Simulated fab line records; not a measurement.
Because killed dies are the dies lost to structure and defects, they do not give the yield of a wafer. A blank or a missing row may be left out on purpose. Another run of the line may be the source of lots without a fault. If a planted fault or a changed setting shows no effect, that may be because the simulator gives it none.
Lot-split experiment -- flow n5 finfet -- 39 wafers read across 7 lots, on a route 1938 steps long

ON THE SPLIT
At N5_BEOL_M6_PECVD_70 (deposits SiO2 from TEOS/O2, target thk 20 nm, time 22.7 s), the setting time s was moved away from the recipe's 22.7 s on 15 of the 39 wafers read, by -49.3% to +51.5%. For the rest of the wafers, this setting stayed at what the recipe calls for.

The reading is taken at the split's own step.

THE READING
SiO2_of_BEOL_M6_PECVD_70.thk nm (the simulator's own value, which no gauge read), in nm, at N5_BEOL_M6_PECVD_70 (deposits SiO2 from TEOS/O2, target thk 20 nm, time 22.7 s). The file does not state a usual value for it. Here, 24 wafers ran the recipe; their average is 19.9 nm with a standard deviation of 0.29 nm.

wafer,"tool, chamber at the split","time s as run, s",against the recipe,"SiO2_of_BEOL_M6_PECVD_70.thk nm, nm",against lot-mates on the recipe
L075.1,"pecvd-03, 0",34.4,+51.5%,29,+9.4
L075.2,"pecvd-03, 1",34.4,+51.5%,29.6,+10.0
L075.3,"pecvd-03, 2",22.7,recipe,19.4,-
L075.4,"pecvd-03, 1",34.4,+51.5%,30.4,+10.8
L075.5,"pecvd-03, 2",22.7,recipe,19.8,-
L075.6,"pecvd-03, 0",22.7,recipe,19.6,-
L077.1,"pecvd-03, 2",22.7,recipe,19.6,-
L077.2,"pecvd-03, 0",22.7,recipe,19.8,-
L077.3,"pecvd-03, 1,0",14.22,-37.4%,12.4,-7.4
L077.6,"pecvd-03, 1,0",14.22,-37.4%,12.4,-7.4
L077.4,"pecvd-03, 2",22.7,recipe,20,-
L077.5,"pecvd-03, 1",14.22,-37.4%,12.6,-7.2
L076.1,"pecvd-04, 1",22.7,recipe,19.6,-
L076.2,"pecvd-04, 0",22.7,recipe,19.8,-
L076.4,"pecvd-04, 0",22.7,recipe,19.8,-
L076.3,"pecvd-04, 2",13.48,-40.6%,12,-7.7
L076.5,"pecvd-04, 1",13.48,-40.6%,11.8,-7.9
L076.6,"pecvd-04, 2",13.48,-40.6%,12.2,-7.5
L086.1,"pecvd-01, 2",17.78,-21.7%,15.2,-4.7
L086.2,"pecvd-01, 0,1",17.78,-21.7%,15.6,-4.3
L086.6,"pecvd-01, 0,1",17.78,-21.7%,15.6,-4.3
L086.3,"pecvd-01, 1",22.7,recipe,19.8,-
L086.4,"pecvd-01, 2,0",22.7,recipe,20,-
L086.5,"pecvd-01, 2,0",22.7,recipe,20,-
L089.1,"pecvd-04, 1,2",22.7,recipe,20.2,-
L089.3,"pecvd-04, 1,2",22.7,recipe,20.2,-
L089.2,"pecvd-04, 0",22.7,recipe,20,-
L089.4,"pecvd-04, 2,0",22.7,recipe,20.4,-
L089.5,"pecvd-04, 2,0",22.7,recipe,20.4,-
L089.6,"pecvd-04, 1",22.7,recipe,20.6,-
L092.1,"pecvd-04, 2",11.51,-49.3%,10.2,-9.7
L092.2,"pecvd-04, 0",11.51,-49.3%,10,-9.9
L092.3,"pecvd-04, 1",22.7,recipe,19.6,-
L092.4,"pecvd-04, 1",11.51,-49.3%,9.8,-10.1
L092.5,"pecvd-04, 2,0",22.7,recipe,20,-
L092.6,"pecvd-04, 2,0",22.7,recipe,20,-
L093.1,"pecvd-04, 1",22.7,recipe,19.6,-
L093.4,"pecvd-04, 0",22.7,recipe,20,-
L093.5,"pecvd-04, 2",22.7,recipe,20.2,-
When a row names more than one chamber, that row covers several wafers, and the file does not tell which wafer ran in which chamber.

FIT RESULTS
A straight line over all 39 wafers: SiO2_of_BEOL_M6_PECVD_70.thk nm changes by +0.196 nm for each +1% of time s; r = +1.00; the points scatter about the line by 0.33 nm.
The same after taking each lot's own level away (the mean of its wafers on the recipe; 39 wafers): +0.196 nm for each +1%; r = +1.00; scatter 0.26 nm.
According to that fit, moving time s by its largest amount changes the reading by 10 nm.
The span of the lots' own levels, 19.60 to 20.30 nm, comes to 2.4 times the standard deviation stated above.
Consequently the slope shifts little with the lot-to-lot level, the two slopes agreeing.
Check: for one of the wafers moved furthest among these (+51.5%), held out of the fit, the line's prediction against its lot-mates is +10.2 nm. It came out at +9.4 nm against them.

OTHER SPLITS APPLIED TO THESE WAFERS
Note: prior to the reading, these wafers also went through further splits. Each is held against what the fit with the lots' levels taken away leaves over:
other split on the same wafers,wafers away from the commonest value,r with SiO2_of_BEOL_M6_PECVD_70.thk nm (lot level and that fit taken away)
N5_ZERO_LAYER_DEVELOP_10 develop time s,12,+0.16
N5_FIN_SAQP_DEVELOP_15 develop time s,15,-0.08
N5_SD_EPI_P_EPI_21 epi growth time s,15,-0.06
N5_HKMG_FIN_ALD_71 ald cycles,12,-0.24
N5_BEOL_M0_SAQP_ETCH_84 time s,12,-0.11

FILE'S OWN FIT
SiO2_of_BEOL_M6_PECVD_70.thk nm changes by +0.196 nm for each +1% of time s, r = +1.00.
